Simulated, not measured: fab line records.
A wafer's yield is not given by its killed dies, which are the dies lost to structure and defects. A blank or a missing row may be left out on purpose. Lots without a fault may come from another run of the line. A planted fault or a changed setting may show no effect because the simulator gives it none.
A sampling plan put to the test || flow nand_harc || one fab line, 47 faults that these records tell of, each judged on the records of the lots that it struck; 2 more are left out, because the records don't allow judging them
Plan = the line's own looks (route steps where a gauge or an inspection reads the wafer without altering it). A look can be judged if struck wafers have a number there and the file gives its usual mean and standard deviation on fault-free wafers. Caught: 4 or more of those standard deviations (sigma) separate the usual mean from the mean of the struck wafers at a look after the fault's first step. On the tool: the fault's steps, tested the same way using the tool's own readings. Another recipe on the struck wafers, or a record that is blank for them alone, also counts as caught.

## THE FAULTS, as the simulator had put them in
1. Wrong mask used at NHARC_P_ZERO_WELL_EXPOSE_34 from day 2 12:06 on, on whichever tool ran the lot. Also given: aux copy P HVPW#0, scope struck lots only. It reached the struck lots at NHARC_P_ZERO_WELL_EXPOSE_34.
2. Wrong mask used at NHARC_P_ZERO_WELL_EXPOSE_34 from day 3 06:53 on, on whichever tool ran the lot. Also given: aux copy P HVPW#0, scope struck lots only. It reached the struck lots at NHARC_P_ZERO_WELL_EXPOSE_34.
3. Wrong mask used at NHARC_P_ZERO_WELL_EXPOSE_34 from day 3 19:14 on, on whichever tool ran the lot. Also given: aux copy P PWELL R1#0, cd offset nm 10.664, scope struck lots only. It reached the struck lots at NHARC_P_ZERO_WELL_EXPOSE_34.
4. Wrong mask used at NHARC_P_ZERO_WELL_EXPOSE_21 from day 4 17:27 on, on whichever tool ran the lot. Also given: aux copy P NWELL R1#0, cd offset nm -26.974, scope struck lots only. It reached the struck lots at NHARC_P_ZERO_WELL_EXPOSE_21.
5. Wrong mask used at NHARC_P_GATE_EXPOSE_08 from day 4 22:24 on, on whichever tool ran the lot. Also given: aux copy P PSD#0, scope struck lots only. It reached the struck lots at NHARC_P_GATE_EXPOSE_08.
6. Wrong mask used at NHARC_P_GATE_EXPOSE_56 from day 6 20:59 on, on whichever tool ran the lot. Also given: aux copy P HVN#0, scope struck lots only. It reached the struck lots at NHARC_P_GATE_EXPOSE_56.
7. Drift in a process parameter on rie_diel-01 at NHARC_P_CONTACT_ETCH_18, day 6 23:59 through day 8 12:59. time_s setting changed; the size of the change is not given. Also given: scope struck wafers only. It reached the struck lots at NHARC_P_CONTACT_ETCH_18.
8. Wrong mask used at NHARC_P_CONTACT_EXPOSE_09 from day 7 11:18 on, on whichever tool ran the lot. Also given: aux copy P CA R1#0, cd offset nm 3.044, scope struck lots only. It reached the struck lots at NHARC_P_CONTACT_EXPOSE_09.
9. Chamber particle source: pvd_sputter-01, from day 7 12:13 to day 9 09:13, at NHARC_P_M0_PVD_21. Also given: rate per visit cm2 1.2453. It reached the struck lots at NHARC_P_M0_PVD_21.
10. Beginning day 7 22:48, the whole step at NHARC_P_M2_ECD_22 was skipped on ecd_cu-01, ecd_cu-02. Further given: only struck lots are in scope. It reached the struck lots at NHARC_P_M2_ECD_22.
11. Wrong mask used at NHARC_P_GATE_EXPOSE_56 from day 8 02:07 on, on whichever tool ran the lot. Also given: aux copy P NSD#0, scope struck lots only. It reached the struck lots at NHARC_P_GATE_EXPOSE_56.
12. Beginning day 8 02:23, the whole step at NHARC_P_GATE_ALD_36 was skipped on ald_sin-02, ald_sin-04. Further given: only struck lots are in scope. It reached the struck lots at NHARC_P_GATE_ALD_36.
13. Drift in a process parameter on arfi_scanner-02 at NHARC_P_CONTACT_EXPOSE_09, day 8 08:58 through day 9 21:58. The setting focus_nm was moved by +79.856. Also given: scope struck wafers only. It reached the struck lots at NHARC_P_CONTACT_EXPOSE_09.
14. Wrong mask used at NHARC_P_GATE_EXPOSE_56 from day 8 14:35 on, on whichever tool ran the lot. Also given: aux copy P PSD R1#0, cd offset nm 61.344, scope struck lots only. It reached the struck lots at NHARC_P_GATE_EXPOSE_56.
15. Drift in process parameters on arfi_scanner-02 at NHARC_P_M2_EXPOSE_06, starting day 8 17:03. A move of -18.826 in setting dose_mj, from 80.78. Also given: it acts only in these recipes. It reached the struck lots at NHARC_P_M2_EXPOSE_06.
16. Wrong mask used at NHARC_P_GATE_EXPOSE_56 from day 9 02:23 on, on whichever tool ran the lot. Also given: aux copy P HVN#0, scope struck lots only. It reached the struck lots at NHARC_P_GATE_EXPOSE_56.
17. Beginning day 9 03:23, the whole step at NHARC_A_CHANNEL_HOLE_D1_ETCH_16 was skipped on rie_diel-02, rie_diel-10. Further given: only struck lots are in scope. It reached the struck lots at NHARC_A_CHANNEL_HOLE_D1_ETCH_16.
18. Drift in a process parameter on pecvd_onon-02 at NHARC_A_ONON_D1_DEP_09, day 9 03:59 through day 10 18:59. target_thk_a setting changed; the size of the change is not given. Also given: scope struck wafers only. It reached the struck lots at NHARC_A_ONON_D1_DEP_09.
19. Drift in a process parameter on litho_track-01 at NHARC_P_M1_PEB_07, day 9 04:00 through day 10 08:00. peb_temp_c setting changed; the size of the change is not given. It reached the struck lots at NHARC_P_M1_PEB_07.
20. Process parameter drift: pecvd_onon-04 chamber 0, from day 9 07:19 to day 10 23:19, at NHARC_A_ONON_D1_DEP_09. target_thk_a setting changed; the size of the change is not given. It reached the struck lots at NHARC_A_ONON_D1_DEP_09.
21. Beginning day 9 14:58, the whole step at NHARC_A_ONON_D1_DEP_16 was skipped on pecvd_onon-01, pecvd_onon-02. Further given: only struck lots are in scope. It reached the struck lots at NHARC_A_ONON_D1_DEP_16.
22. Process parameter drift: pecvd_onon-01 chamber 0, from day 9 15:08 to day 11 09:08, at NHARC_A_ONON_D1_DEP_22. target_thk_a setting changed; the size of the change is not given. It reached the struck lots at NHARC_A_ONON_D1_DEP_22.
23. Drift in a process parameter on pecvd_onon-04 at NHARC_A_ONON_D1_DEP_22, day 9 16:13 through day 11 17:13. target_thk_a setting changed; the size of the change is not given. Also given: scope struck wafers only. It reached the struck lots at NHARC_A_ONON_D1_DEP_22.
24. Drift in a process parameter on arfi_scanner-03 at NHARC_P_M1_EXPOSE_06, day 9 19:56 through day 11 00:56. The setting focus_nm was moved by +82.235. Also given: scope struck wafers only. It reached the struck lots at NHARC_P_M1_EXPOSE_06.
25. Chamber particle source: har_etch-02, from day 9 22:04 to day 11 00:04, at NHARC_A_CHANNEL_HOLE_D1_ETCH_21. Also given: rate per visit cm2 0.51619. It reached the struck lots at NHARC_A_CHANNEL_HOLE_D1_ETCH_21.
26. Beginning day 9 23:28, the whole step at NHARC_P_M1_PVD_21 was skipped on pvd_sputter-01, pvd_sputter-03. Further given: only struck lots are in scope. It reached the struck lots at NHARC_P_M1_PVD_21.
27. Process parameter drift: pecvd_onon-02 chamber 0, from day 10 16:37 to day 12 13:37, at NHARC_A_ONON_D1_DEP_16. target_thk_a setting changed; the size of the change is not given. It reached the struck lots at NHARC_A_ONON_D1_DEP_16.
28. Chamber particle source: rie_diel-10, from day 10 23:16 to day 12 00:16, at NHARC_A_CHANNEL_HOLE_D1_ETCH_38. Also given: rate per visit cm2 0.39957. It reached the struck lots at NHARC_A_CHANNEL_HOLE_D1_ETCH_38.
29. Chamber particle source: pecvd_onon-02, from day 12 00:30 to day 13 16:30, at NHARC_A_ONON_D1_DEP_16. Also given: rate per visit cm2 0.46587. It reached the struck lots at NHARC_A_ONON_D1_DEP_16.
30. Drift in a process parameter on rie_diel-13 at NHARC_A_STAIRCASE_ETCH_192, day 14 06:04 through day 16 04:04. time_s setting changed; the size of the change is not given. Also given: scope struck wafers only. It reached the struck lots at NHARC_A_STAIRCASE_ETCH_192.
31. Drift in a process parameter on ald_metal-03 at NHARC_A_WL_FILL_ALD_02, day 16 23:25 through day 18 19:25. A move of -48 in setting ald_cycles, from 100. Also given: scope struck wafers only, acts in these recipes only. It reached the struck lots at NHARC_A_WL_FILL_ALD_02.
32. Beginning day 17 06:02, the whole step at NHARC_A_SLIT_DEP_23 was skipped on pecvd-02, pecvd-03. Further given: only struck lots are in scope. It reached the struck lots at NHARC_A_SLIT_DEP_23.
33. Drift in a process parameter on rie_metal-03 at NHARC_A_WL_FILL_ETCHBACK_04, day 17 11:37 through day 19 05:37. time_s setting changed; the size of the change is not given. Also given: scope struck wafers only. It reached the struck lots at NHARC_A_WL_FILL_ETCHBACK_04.
34. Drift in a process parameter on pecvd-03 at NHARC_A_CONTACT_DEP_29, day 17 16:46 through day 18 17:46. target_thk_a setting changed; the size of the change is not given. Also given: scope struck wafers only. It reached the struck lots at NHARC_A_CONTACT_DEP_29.
35. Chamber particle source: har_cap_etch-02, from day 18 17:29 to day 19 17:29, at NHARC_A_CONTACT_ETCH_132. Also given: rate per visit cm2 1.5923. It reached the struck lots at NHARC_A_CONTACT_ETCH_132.
36. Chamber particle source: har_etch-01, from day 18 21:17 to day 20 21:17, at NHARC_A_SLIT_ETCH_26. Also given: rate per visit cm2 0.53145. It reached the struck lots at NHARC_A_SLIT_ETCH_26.
37. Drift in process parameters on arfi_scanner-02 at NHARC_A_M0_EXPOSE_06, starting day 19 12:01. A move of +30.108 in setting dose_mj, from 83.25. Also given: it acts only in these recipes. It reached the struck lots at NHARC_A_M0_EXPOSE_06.
38. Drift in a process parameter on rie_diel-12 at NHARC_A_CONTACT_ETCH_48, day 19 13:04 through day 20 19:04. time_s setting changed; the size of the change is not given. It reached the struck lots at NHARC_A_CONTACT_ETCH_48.
39. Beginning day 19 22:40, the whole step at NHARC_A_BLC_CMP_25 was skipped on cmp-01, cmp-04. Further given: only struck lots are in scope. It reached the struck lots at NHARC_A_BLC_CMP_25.
40. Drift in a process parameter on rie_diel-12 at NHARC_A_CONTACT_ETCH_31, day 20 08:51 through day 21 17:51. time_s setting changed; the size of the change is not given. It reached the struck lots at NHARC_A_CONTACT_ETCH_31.
41. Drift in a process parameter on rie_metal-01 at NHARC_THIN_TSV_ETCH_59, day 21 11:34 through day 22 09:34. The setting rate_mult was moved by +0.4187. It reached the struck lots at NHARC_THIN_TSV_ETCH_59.
42. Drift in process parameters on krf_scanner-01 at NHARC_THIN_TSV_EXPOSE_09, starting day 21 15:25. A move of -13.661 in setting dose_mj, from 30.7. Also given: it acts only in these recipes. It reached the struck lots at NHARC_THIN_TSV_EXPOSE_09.
43. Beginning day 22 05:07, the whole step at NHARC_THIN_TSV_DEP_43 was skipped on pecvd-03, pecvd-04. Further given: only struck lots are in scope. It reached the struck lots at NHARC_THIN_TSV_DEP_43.
44. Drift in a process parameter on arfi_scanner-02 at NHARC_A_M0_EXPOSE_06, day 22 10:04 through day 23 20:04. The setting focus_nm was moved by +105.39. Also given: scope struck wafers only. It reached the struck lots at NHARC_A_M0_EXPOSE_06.
45. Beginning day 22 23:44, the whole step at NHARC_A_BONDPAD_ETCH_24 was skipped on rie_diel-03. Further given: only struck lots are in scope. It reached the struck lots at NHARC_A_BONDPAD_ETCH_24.
46. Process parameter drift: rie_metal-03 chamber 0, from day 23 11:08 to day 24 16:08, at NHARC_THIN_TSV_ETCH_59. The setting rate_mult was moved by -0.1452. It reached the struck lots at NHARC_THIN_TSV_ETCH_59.
47. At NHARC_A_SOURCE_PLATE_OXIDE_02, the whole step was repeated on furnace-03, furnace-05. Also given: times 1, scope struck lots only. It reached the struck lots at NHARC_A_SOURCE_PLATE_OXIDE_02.

## WHAT THE PLAN SAW
{"fault": 1, "on the tool itself": "no reading that can be judged", "first look that catches it": "NHARC_END_SORT_01", "reading, sigma": "killed_at_periphery +99 or beyond", "median hours from its first step to that look": 443.5, "hours from the fault's start to the first struck lot there": 444, "judged looks passed uncaught": 1}
{"fault": 2, "on the tool itself": "under 2 sigma", "first look that catches it": "NHARC_END_SORT_01", "reading, sigma": "killed_at_periphery +99 or beyond", "median hours from its first step to that look": 431.0, "hours from the fault's start to the first struck lot there": 433, "judged looks passed uncaught": 0}
{"fault": 3, "on the tool itself": "no reading that can be judged", "first look that catches it": "NHARC_P_ZERO_WELL_CD_MEAS_37", "reading, sigma": "cd_nm +4.5", "median hours from its first step to that look": 0.2, "hours from the fault's start to the first struck lot there": 3, "judged looks passed uncaught": 0}
{"fault": 4, "on the tool itself": "no reading that can be judged", "first look that catches it": "NHARC_P_ZERO_WELL_CD_MEAS_24", "reading, sigma": "cd_nm -18", "median hours from its first step to that look": 0.1, "hours from the fault's start to the first struck lot there": 3, "judged looks passed uncaught": 0}
{"fault": 5, "on the tool itself": "under 2 sigma", "first look that catches it": "NHARC_END_SORT_01", "reading, sigma": "killed_at_periphery +99 or beyond", "median hours from its first step to that look": 381.6, "hours from the fault's start to the first struck lot there": 386, "judged looks passed uncaught": 0}
{"fault": 6, "on the tool itself": "no reading that can be judged", "first look that catches it": "NHARC_END_SORT_01", "reading, sigma": "killed_at_periphery +99 or beyond", "median hours from its first step to that look": 358.5, "hours from the fault's start to the first struck lot there": 362, "judged looks passed uncaught": 0}
{"fault": 7, "on the tool itself": "run_length_s -99 or beyond sigma", "first look that catches it": "NHARC_END_SORT_01", "reading, sigma": "killed_at_periphery +99 or beyond", "median hours from its first step to that look": 344.1, "hours from the fault's start to the first struck lot there": 345, "judged looks passed uncaught": 0}
{"fault": 8, "on the tool itself": "under 2 sigma", "first look that catches it": "NHARC_P_CONTACT_CD_MEAS_12", "reading, sigma": "cd_nm +4.6", "median hours from its first step to that look": 0.1, "hours from the fault's start to the first struck lot there": 2, "judged looks passed uncaught": 0}
{"fault": 9, "on the tool itself": "under 2 sigma", "first look that catches it": "NHARC_END_SORT_01", "reading, sigma": "killed_at_periphery +44", "median hours from its first step to that look": 328.8, "hours from the fault's start to the first struck lot there": 347, "judged looks passed uncaught": 0}
{"fault": 10, "on the tool itself": "the tool's record is blank for the struck wafers", "first look that catches it": "NHARC_P_M2_THK_MEAS_24", "reading, sigma": "thk_nm -81", "median hours from its first step to that look": 1.0, "hours from the fault's start to the first struck lot there": 1, "judged looks passed uncaught": 0}
{"fault": 11, "on the tool itself": "no reading that can be judged", "first look that catches it": "NHARC_END_SORT_01", "reading, sigma": "killed_at_periphery +99 or beyond", "median hours from its first step to that look": 343.1, "hours from the fault's start to the first struck lot there": 351, "judged looks passed uncaught": 0}
{"fault": 12, "on the tool itself": "the tool's record is blank for the struck wafers", "first look that catches it": "NHARC_END_SORT_01", "reading, sigma": "killed_at_periphery +99 or beyond", "median hours from its first step to that look": 363.2, "hours from the fault's start to the first struck lot there": 349, "judged looks passed uncaught": 0}
{"fault": 13, "on the tool itself": "no reading that can be judged", "first look that catches it": "NHARC_P_CONTACT_CD_MEAS_12", "reading, sigma": "cd_nm -6.6", "median hours from its first step to that look": 0.1, "hours from the fault's start to the first struck lot there": 9, "judged looks passed uncaught": 0}
{"fault": 14, "on the tool itself": "under 2 sigma", "first look that catches it": "NHARC_P_GATE_CD_MEAS_59", "reading, sigma": "cd_nm +37", "median hours from its first step to that look": 0.2, "hours from the fault's start to the first struck lot there": 3, "judged looks passed uncaught": 0}
{"fault": 15, "on the tool itself": "exposure_dose_mJ_cm2 -25 sigma", "first look that catches it": "NHARC_P_M2_CD_MEAS_09", "reading, sigma": "cd_nm -22", "median hours from its first step to that look": 0.1, "hours from the fault's start to the first struck lot there": 15, "judged looks passed uncaught": 0}
{"fault": 16, "on the tool itself": "no reading that can be judged", "first look that catches it": "NHARC_END_SORT_01", "reading, sigma": "killed_at_periphery +99 or beyond", "median hours from its first step to that look": 356.6, "hours from the fault's start to the first struck lot there": 361, "judged looks passed uncaught": 0}
{"fault": 17, "on the tool itself": "the tool's record is blank for the struck wafers", "first look that catches it": "NHARC_END_SORT_01", "reading, sigma": "killed_dies +71", "median hours from its first step to that look": 283.4, "hours from the fault's start to the first struck lot there": 284, "judged looks passed uncaught": 0}
{"fault": 18, "on the tool itself": "no reading that can be judged", "first look that catches it": "NHARC_A_ONON_D1_THK_MEAS_11", "reading, sigma": "thk_nm +73", "median hours from its first step to that look": 0.5, "hours from the fault's start to the first struck lot there": 1, "judged looks passed uncaught": 0}
{"fault": 19, "on the tool itself": "plate_temp_C +26 sigma", "first look that catches it": "NHARC_P_M1_CD_MEAS_09", "reading, sigma": "cd_nm +18", "median hours from its first step to that look": 0.1, "hours from the fault's start to the first struck lot there": 0, "judged looks passed uncaught": 0}
{"fault": 20, "on the tool itself": "under 2 sigma", "first look that catches it": "NHARC_A_ONON_D1_THK_MEAS_11", "reading, sigma": "thk_nm -32", "median hours from its first step to that look": 0.5, "hours from the fault's start to the first struck lot there": 4, "judged looks passed uncaught": 0}
{"fault": 21, "on the tool itself": "the tool's record is blank for the struck wafers", "first look that catches it": "NHARC_END_SORT_01", "reading, sigma": "killed_dies +71", "median hours from its first step to that look": 286.7, "hours from the fault's start to the first struck lot there": 289, "judged looks passed uncaught": 1}
{"fault": 22, "on the tool itself": "no reading that can be judged", "first look that catches it": "NHARC_A_ONON_D1_THK_MEAS_24", "reading, sigma": "thk_nm -28", "median hours from its first step to that look": 0.5, "hours from the fault's start to the first struck lot there": 19, "judged looks passed uncaught": 0}
{"fault": 23, "on the tool itself": "no reading that can be judged", "first look that catches it": "NHARC_A_ONON_D1_THK_MEAS_24", "reading, sigma": "thk_nm -63", "median hours from its first step to that look": 0.5, "hours from the fault's start to the first struck lot there": 4, "judged looks passed uncaught": 0}
{"fault": 24, "on the tool itself": "under 2 sigma", "first look that catches it": "NHARC_P_M1_CD_MEAS_09", "reading, sigma": "cd_nm +9.5", "median hours from its first step to that look": 0.1, "hours from the fault's start to the first struck lot there": 0, "judged looks passed uncaught": 0}
{"fault": 25, "on the tool itself": "under 2 sigma", "first look that catches it": "NHARC_A_CHANNEL_HOLE_D1_INSPECT_40", "reading, sigma": "raw_defect_count +20", "median hours from its first step to that look": 5.3, "hours from the fault's start to the first struck lot there": 7, "judged looks passed uncaught": 0}
{"fault": 26, "on the tool itself": "the tool's record is blank for the struck wafers", "first look that catches it": "NHARC_END_SORT_01", "reading, sigma": "killed_at_periphery +99 or beyond", "median hours from its first step to that look": 334.8, "hours from the fault's start to the first struck lot there": 334, "judged looks passed uncaught": 0}
{"fault": 27, "on the tool itself": "under 2 sigma", "first look that catches it": "NHARC_A_ONON_D1_THK_MEAS_18", "reading, sigma": "thk_nm +99 or beyond", "median hours from its first step to that look": 0.5, "hours from the fault's start to the first struck lot there": 9, "judged looks passed uncaught": 0}
{"fault": 28, "on the tool itself": "under 2 sigma", "first look that catches it": "NHARC_A_CHANNEL_HOLE_D1_INSPECT_40", "reading, sigma": "raw_defect_count +16", "median hours from its first step to that look": 6.9, "hours from the fault's start to the first struck lot there": 16, "judged looks passed uncaught": 0}
{"fault": 29, "on the tool itself": "no reading that can be judged", "first look that catches it": "NHARC_END_SORT_01", "reading, sigma": "killed_dies +6.7", "median hours from its first step to that look": 286.7, "hours from the fault's start to the first struck lot there": 299, "judged looks passed uncaught": 0}
{"fault": 30, "on the tool itself": "run_length_s -44 sigma", "first look that catches it": "NHARC_END_SORT_01", "reading, sigma": "killed_dies +71", "median hours from its first step to that look": 203.9, "hours from the fault's start to the first struck lot there": 201, "judged looks passed uncaught": 0}
{"fault": 31, "on the tool itself": "under 2 sigma", "first look that catches it": "NHARC_END_SORT_01", "reading, sigma": "killed_dies +71", "median hours from its first step to that look": 115.8, "hours from the fault's start to the first struck lot there": 128, "judged looks passed uncaught": 0}
{"fault": 32, "on the tool itself": "the tool's record is blank for the struck wafers", "first look that catches it": "NHARC_END_SORT_01", "reading, sigma": "killed_dies +71", "median hours from its first step to that look": 124.5, "hours from the fault's start to the first struck lot there": 129, "judged looks passed uncaught": 1}
{"fault": 33, "on the tool itself": "run_length_s -99 or beyond sigma", "first look that catches it": "NHARC_END_SORT_01", "reading, sigma": "killed_dies +71", "median hours from its first step to that look": 101.0, "hours from the fault's start to the first struck lot there": 108, "judged looks passed uncaught": 0}
{"fault": 34, "on the tool itself": "under 2 sigma", "first look that catches it": "NHARC_END_SORT_01", "reading, sigma": "killed_dies +6.3", "median hours from its first step to that look": 85.6, "hours from the fault's start to the first struck lot there": 87, "judged looks passed uncaught": 1}
{"fault": 35, "on the tool itself": "no reading that can be judged", "first look that catches it": "NHARC_END_SORT_01", "reading, sigma": "killed_dies +7.8", "median hours from its first step to that look": 62.8, "hours from the fault's start to the first struck lot there": 71, "judged looks passed uncaught": 1}
{"fault": 36, "on the tool itself": "under 2 sigma", "first look that catches it": "NHARC_A_SIN_REMOVE_INSPECT_04", "reading, sigma": "raw_defect_count +5.0", "median hours from its first step to that look": 8.6, "hours from the fault's start to the first struck lot there": 12, "judged looks passed uncaught": 0}
{"fault": 37, "on the tool itself": "exposure_dose_mJ_cm2 +39 sigma", "first look that catches it": "NHARC_A_M0_CD_MEAS_09", "reading, sigma": "cd_nm +25", "median hours from its first step to that look": 0.1, "hours from the fault's start to the first struck lot there": 12, "judged looks passed uncaught": 0}
{"fault": 38, "on the tool itself": "run_length_s -47 sigma", "first look that catches it": "NHARC_END_SORT_01", "reading, sigma": "killed_dies +68", "median hours from its first step to that look": 84.6, "hours from the fault's start to the first struck lot there": 92, "judged looks passed uncaught": 0}
{"fault": 39, "on the tool itself": "the tool's record is blank for the struck wafers", "first look that catches it": "NHARC_A_BLC_INSPECT_28", "reading, sigma": "raw_defect_count +62", "median hours from its first step to that look": 0.4, "hours from the fault's start to the first struck lot there": 1, "judged looks passed uncaught": 0}
{"fault": 40, "on the tool itself": "run_length_s -99 or beyond sigma", "first look that catches it": "NHARC_END_SORT_01", "reading, sigma": "killed_dies +71", "median hours from its first step to that look": 66.0, "hours from the fault's start to the first struck lot there": 72, "judged looks passed uncaught": 0}
{"fault": 41, "on the tool itself": "oes_product_au +26 sigma", "first look that catches it": "not the one look that can be judged after it", "reading, sigma": "strongest: cd_nm at NHARC_THIN_TSV_CD_MEAS_37, -3.6", "median hours from its first step to that look": "-", "hours from the fault's start to the first struck lot there": "-", "judged looks passed uncaught": 1}
{"fault": 42, "on the tool itself": "exposure_dose_mJ_cm2 -99 or beyond sigma", "first look that catches it": "not the one look that can be judged after it", "reading, sigma": "strongest: cd_nm at NHARC_THIN_TSV_CD_MEAS_12, -3.9", "median hours from its first step to that look": "-", "hours from the fault's start to the first struck lot there": "-", "judged looks passed uncaught": 1}
{"fault": 43, "on the tool itself": "the tool's record is blank for the struck wafers", "first look that catches it": "NHARC_END_SORT_01", "reading, sigma": "killed_at_other +99 or beyond", "median hours from its first step to that look": 19.8, "hours from the fault's start to the first struck lot there": 28, "judged looks passed uncaught": 0}
{"fault": 44, "on the tool itself": "no reading that can be judged", "first look that catches it": "NHARC_A_M0_CD_MEAS_09", "reading, sigma": "cd_nm -24", "median hours from its first step to that look": 0.1, "hours from the fault's start to the first struck lot there": 3, "judged looks passed uncaught": 0}
{"fault": 45, "on the tool itself": "the tool's record is blank for the struck wafers", "first look that catches it": "NHARC_END_SORT_01", "reading, sigma": "sort_bin_2_pct +99 or beyond", "median hours from its first step to that look": 42.4, "hours from the fault's start to the first struck lot there": 44, "judged looks passed uncaught": 0}
{"fault": 46, "on the tool itself": "oes_product_au -9.9 sigma", "first look that catches it": "NHARC_END_SORT_01", "reading, sigma": "killed_at_other +99 or beyond", "median hours from its first step to that look": 19.0, "hours from the fault's start to the first struck lot there": 18, "judged looks passed uncaught": 0}
{"fault": 47, "on the tool itself": "under 2 sigma", "first look that catches it": "NHARC_A_SOURCE_PLATE_THK_MEAS_09", "reading, sigma": "thk_nm +6.7", "median hours from its first step to that look": 9.6, "hours from the fault's start to the first struck lot there": "-", "judged looks passed uncaught": 0}
A dash: the fault isn't caught, or these records don't give the number.

Caught at a look: 45 of 47. Caught on the tool: 20 of 47. By one or the other: 47 of 47.
On the tool alone, faults 41, 42 were caught.
Caught at a look alone: faults 1, 2, 3, 4, 5, 6, 8, 9, 11, 13, 14, 16, 18, 20, 22, 23, 24, 25, 27, 28, 29, 31, 34, 35, 36, 44, 47.

## THINNER SAMPLING
In the worst case, this is how late the first struck lot would be measured if the look that catches a fault measured only every second or every third lot, by lot number:
{"fault": 1, "struck lots at that look, in order of time": "L479", "every lot": "444 h", "every second lot": "may miss it", "every third lot": "may miss it"}
{"fault": 2, "struck lots at that look, in order of time": "L792", "every lot": "433 h", "every second lot": "may miss it", "every third lot": "may miss it"}
{"fault": 3, "struck lots at that look, in order of time": "L621", "every lot": "3 h", "every second lot": "may miss it", "every third lot": "may miss it"}
{"fault": 4, "struck lots at that look, in order of time": "L637", "every lot": "3 h", "every second lot": "may miss it", "every third lot": "may miss it"}
{"fault": 5, "struck lots at that look, in order of time": "L718", "every lot": "386 h", "every second lot": "may miss it", "every third lot": "may miss it"}
{"fault": 6, "struck lots at that look, in order of time": "L642", "every lot": "362 h", "every second lot": "may miss it", "every third lot": "may miss it"}
{"fault": 7, "struck lots at that look, in order of time": "L641, L640, L643", "every lot": "345 h", "every second lot": "363 h", "every third lot": "may miss all 3"}
{"fault": 8, "struck lots at that look, in order of time": "L519", "every lot": "2 h", "every second lot": "may miss it", "every third lot": "may miss it"}
{"fault": 9, "struck lots at that look, in order of time": "L779, L783", "every lot": "347 h", "every second lot": "may miss all 2", "every third lot": "may miss all 2"}
{"fault": 10, "struck lots at that look, in order of time": "L519, L520, L521", "every lot": "1 h", "every second lot": "6 h", "every third lot": "19 h"}
{"fault": 11, "struck lots at that look, in order of time": "L468", "every lot": "351 h", "every second lot": "may miss it", "every third lot": "may miss it"}
{"fault": 12, "struck lots at that look, in order of time": "L288, L291", "every lot": "349 h", "every second lot": "387 h", "every third lot": "may miss all 2"}
{"fault": 13, "struck lots at that look, in order of time": "L229, L228", "every lot": "9 h", "every second lot": "15 h", "every third lot": "may miss all 2"}
{"fault": 14, "struck lots at that look, in order of time": "L720", "every lot": "3 h", "every second lot": "may miss it", "every third lot": "may miss it"}
{"fault": 15, "struck lots at that look, in order of time": "L506, L504, L510", "every lot": "15 h", "every second lot": "may miss all 3", "every third lot": "may miss all 3"}
{"fault": 16, "struck lots at that look, in order of time": "L351", "every lot": "361 h", "every second lot": "may miss it", "every third lot": "may miss it"}
{"fault": 17, "struck lots at that look, in order of time": "L846, L849, L845", "every lot": "284 h", "every second lot": "293 h", "every third lot": "may miss all 3"}
{"fault": 18, "struck lots at that look, in order of time": "L726, L730", "every lot": "1 h", "every second lot": "may miss all 2", "every third lot": "may miss all 2"}
{"fault": 19, "struck lots at that look, in order of time": "L803, L802", "every lot": "0 h", "every second lot": "10 h", "every third lot": "may miss all 2"}
{"fault": 20, "struck lots at that look, in order of time": "L207, L208", "every lot": "4 h", "every second lot": "17 h", "every third lot": "may miss all 2"}
{"fault": 21, "struck lots at that look, in order of time": "L817, L818, L821", "every lot": "289 h", "every second lot": "304 h", "every third lot": "may miss all 3"}
{"fault": 22, "struck lots at that look, in order of time": "L849, L852", "every lot": "19 h", "every second lot": "36 h", "every third lot": "may miss all 2"}
{"fault": 23, "struck lots at that look, in order of time": "L900, L903, L906", "every lot": "4 h", "every second lot": "48 h", "every third lot": "may miss all 3"}
{"fault": 24, "struck lots at that look, in order of time": "L716, L718", "every lot": "0 h", "every second lot": "may miss all 2", "every third lot": "may miss all 2"}
{"fault": 25, "struck lots at that look, in order of time": "L434, L438", "every lot": "7 h", "every second lot": "may miss all 2", "every third lot": "may miss all 2"}
{"fault": 26, "struck lots at that look, in order of time": "L858, L857", "every lot": "334 h", "every second lot": "340 h", "every third lot": "may miss all 2"}
{"fault": 27, "struck lots at that look, in order of time": "L476, L479", "every lot": "9 h", "every second lot": "23 h", "every third lot": "may miss all 2"}
{"fault": 28, "struck lots at that look, in order of time": "L423, L422", "every lot": "16 h", "every second lot": "29 h", "every third lot": "may miss all 2"}
{"fault": 29, "struck lots at that look, in order of time": "L750, L753", "every lot": "299 h", "every second lot": "308 h", "every third lot": "may miss all 2"}
{"fault": 30, "struck lots at that look, in order of time": "L669, L673", "every lot": "201 h", "every second lot": "may miss all 2", "every third lot": "may miss all 2"}
{"fault": 31, "struck lots at that look, in order of time": "L264, L267, L268", "every lot": "128 h", "every second lot": "131 h", "every third lot": "may miss all 3"}
{"fault": 32, "struck lots at that look, in order of time": "L198, L200", "every lot": "129 h", "every second lot": "may miss all 2", "every third lot": "may miss all 2"}
{"fault": 33, "struck lots at that look, in order of time": "L284, L287", "every lot": "108 h", "every second lot": "126 h", "every third lot": "may miss all 2"}
{"fault": 34, "struck lots at that look, in order of time": "L902, L901", "every lot": "87 h", "every second lot": "103 h", "every third lot": "may miss all 2"}
{"fault": 35, "struck lots at that look, in order of time": "L603, L604, L608", "every lot": "71 h", "every second lot": "78 h", "every third lot": "78 h"}
{"fault": 36, "struck lots at that look, in order of time": "L627, L629", "every lot": "12 h", "every second lot": "may miss all 2", "every third lot": "may miss all 2"}
{"fault": 37, "struck lots at that look, in order of time": "L571, L570", "every lot": "12 h", "every second lot": "16 h", "every third lot": "may miss all 2"}
{"fault": 38, "struck lots at that look, in order of time": "L714, L713", "every lot": "92 h", "every second lot": "112 h", "every third lot": "may miss all 2"}
{"fault": 39, "struck lots at that look, in order of time": "L133, L130", "every lot": "1 h", "every second lot": "4 h", "every third lot": "may miss all 2"}
{"fault": 40, "struck lots at that look, in order of time": "L127, L126", "every lot": "72 h", "every second lot": "92 h", "every third lot": "may miss all 2"}
{"fault": 43, "struck lots at that look, in order of time": "L737, L739", "every lot": "28 h", "every second lot": "may miss all 2", "every third lot": "may miss all 2"}
{"fault": 44, "struck lots at that look, in order of time": "L419, L417, L420", "every lot": "3 h", "every second lot": "25 h", "every third lot": "may miss all 3"}
{"fault": 45, "struck lots at that look, in order of time": "L177, L178", "every lot": "44 h", "every second lot": "45 h", "every third lot": "may miss all 2"}
{"fault": 46, "struck lots at that look, in order of time": "L518, L522", "every lot": "18 h", "every second lot": "may miss all 2", "every third lot": "may miss all 2"}
The hour figures run from when the fault began to the first measured lot among those it struck. 4 sigma limit: tested on the pooled struck wafers, so a lone lot may be under it. Other struck lots may not be in these records.

## THE LONGEST TIMED WAY FROM STEP TO LOOK
Fault 1: a median of 443.5 hours passes between NHARC_P_ZERO_WELL_EXPOSE_34 and NHARC_END_SORT_01. The look between them that can be judged stayed within 4 sigma: NHARC_P_ZERO_WELL_INSPECT_43.
